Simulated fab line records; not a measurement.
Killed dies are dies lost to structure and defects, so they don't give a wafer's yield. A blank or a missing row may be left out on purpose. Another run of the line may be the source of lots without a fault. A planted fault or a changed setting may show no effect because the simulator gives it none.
Matching of chambers :: flow n5-finfet :: rie-diel-05 running N5_BEOL_M3_ETCHBACK_99: 4 sister chambers
The step etches SiO2 in CHF3, target depth 5 nm, time 10.4 s. 20 wafers are shown with their chamber, then 10 later ones without.

WAFERS, EACH WITH ITS CHAMBER
wafer: L074.2
chamber: 0
drypump-motor-current-A (A): 5.6
rf-vpp-V (V): 238
showerhead-plenum-p-Torr (Torr): 2.11

wafer: L074.4
chamber: 1
drypump-motor-current-A (A): 5.4
rf-vpp-V (V): 248
showerhead-plenum-p-Torr (Torr): 2.30

wafer: L074.6
chamber: 2
drypump-motor-current-A (A): 5.6
rf-vpp-V (V): 246
showerhead-plenum-p-Torr (Torr): 2.04

wafer: L076.3
chamber: 2
drypump-motor-current-A (A): 5.6
rf-vpp-V (V): 246
showerhead-plenum-p-Torr (Torr): 2.03

wafer: L076.4
chamber: 1
drypump-motor-current-A (A): 5.5
rf-vpp-V (V): 246
showerhead-plenum-p-Torr (Torr): 2.30

wafer: L076.5
chamber: 2
drypump-motor-current-A (A): 5.6
rf-vpp-V (V): 246
showerhead-plenum-p-Torr (Torr): 2.04

wafer: L079.1
chamber: 3
drypump-motor-current-A (A): 5.0
rf-vpp-V (V): 249
showerhead-plenum-p-Torr (Torr): 2.22

wafer: L079.2
chamber: 1
drypump-motor-current-A (A): 5.4
rf-vpp-V (V): 247
showerhead-plenum-p-Torr (Torr): 2.29

wafer: L079.3
chamber: 2
drypump-motor-current-A (A): 5.6
rf-vpp-V (V): 247
showerhead-plenum-p-Torr (Torr): 2.03

wafer: L082.3
chamber: 3
drypump-motor-current-A (A): 4.9
rf-vpp-V (V): 248
showerhead-plenum-p-Torr (Torr): 2.21

wafer: L082.5
chamber: 3
drypump-motor-current-A (A): 4.9
rf-vpp-V (V): 247
showerhead-plenum-p-Torr (Torr): 2.21

wafer: L082.6
chamber: 1
drypump-motor-current-A (A): 5.4
rf-vpp-V (V): 248
showerhead-plenum-p-Torr (Torr): 2.29

wafer: L083.1
chamber: 0
drypump-motor-current-A (A): 5.6
rf-vpp-V (V): 240
showerhead-plenum-p-Torr (Torr): 2.10

wafer: L083.3
chamber: 3
drypump-motor-current-A (A): 4.9
rf-vpp-V (V): 247
showerhead-plenum-p-Torr (Torr): 2.21

wafer: L083.5
chamber: 1
drypump-motor-current-A (A): 5.4
rf-vpp-V (V): 248
showerhead-plenum-p-Torr (Torr): 2.28

wafer: L084.3
chamber: 1
drypump-motor-current-A (A): 5.4
rf-vpp-V (V): 247
showerhead-plenum-p-Torr (Torr): 2.28

wafer: L084.5
chamber: 0
drypump-motor-current-A (A): 5.6
rf-vpp-V (V): 236
showerhead-plenum-p-Torr (Torr): 2.10

wafer: L084.6
chamber: 1
drypump-motor-current-A (A): 5.4
rf-vpp-V (V): 247
showerhead-plenum-p-Torr (Torr): 2.28

wafer: L085.3
chamber: 2
drypump-motor-current-A (A): 5.6
rf-vpp-V (V): 245
showerhead-plenum-p-Torr (Torr): 2.30

wafer: L085.4
chamber: 0
drypump-motor-current-A (A): 5.5
rf-vpp-V (V): 238
showerhead-plenum-p-Torr (Torr): 2.10

SIGNATURES, as means of the wafers listed above
reading: drypump-motor-current-A
chamber 0: 5.575
chamber 1: 5.414
chamber 2: 5.600
chamber 3: 4.925
scatter within a chamber: 0.0384

reading: rf-vpp-V
chamber 0: 238.00
chamber 1: 247.29
chamber 2: 246.00
chamber 3: 247.75
scatter within a chamber: 1.01

reading: showerhead-plenum-p-Torr
chamber 0: 2.1025
chamber 1: 2.2886
chamber 2: 2.0880
chamber 3: 2.2125
scatter within a chamber: 0.0596
Rule: distance of a wafer from a chamber = root of the sum over the readings of ((wafer's reading minus chamber's mean) / reading's scatter) squared. The wafer belongs to the nearest chamber; if the next one is less than 2 further off, it can't be placed. How the scatter is found: for the shown wafers, subtract from each reading the mean of its chamber, square and add these, divide the total by (wafers less chambers), then take the root.

WAFERS WHOSE CHAMBER IS MISSING
wafer: L085.6
drypump-motor-current-A (A): 5.5
rf-vpp-V (V): 244
showerhead-plenum-p-Torr (Torr): 2.30

wafer: L087.1
drypump-motor-current-A (A): 5.4
rf-vpp-V (V): 247
showerhead-plenum-p-Torr (Torr): 2.28

wafer: L087.2
drypump-motor-current-A (A): 5.6
rf-vpp-V (V): 238
showerhead-plenum-p-Torr (Torr): 2.10

wafer: L087.5
drypump-motor-current-A (A): 5.5
rf-vpp-V (V): 237
showerhead-plenum-p-Torr (Torr): 2.10

wafer: L090.4
drypump-motor-current-A (A): 5.6
rf-vpp-V (V): 238
showerhead-plenum-p-Torr (Torr): 2.10

wafer: L090.5
drypump-motor-current-A (A): 4.9
rf-vpp-V (V): 246
showerhead-plenum-p-Torr (Torr): 2.21

wafer: L090.6
drypump-motor-current-A (A): 5.6
rf-vpp-V (V): 238
showerhead-plenum-p-Torr (Torr): 2.10

wafer: L094.1
drypump-motor-current-A (A): 4.9
rf-vpp-V (V): 248
showerhead-plenum-p-Torr (Torr): 2.21

wafer: L094.2
drypump-motor-current-A (A): 5.6
rf-vpp-V (V): 238
showerhead-plenum-p-Torr (Torr): 2.10

wafer: L094.6
drypump-motor-current-A (A): 5.4
rf-vpp-V (V): 247
showerhead-plenum-p-Torr (Torr): 2.28

EACH ONE'S CHAMBER
wafer: L085.6
from the rows above: can't be placed: 1 or 2
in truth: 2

wafer: L087.1
from the rows above: 1
in truth: 1

wafer: L087.2
from the rows above: 0
in truth: 0

wafer: L087.5
from the rows above: 0
in truth: 0

wafer: L090.4
from the rows above: 0
in truth: 0

wafer: L090.5
from the rows above: 3
in truth: 3

wafer: L090.6
from the rows above: 0
in truth: 0

wafer: L094.1
from the rows above: 3
in truth: 3

wafer: L094.2
from the rows above: 0
in truth: 0

wafer: L094.6
from the rows above: 1
in truth: 1
Correctly placed: 9 of 10. These rows do not allow placing 1 (true chamber among the candidates in 1). 0 placed wrongly.
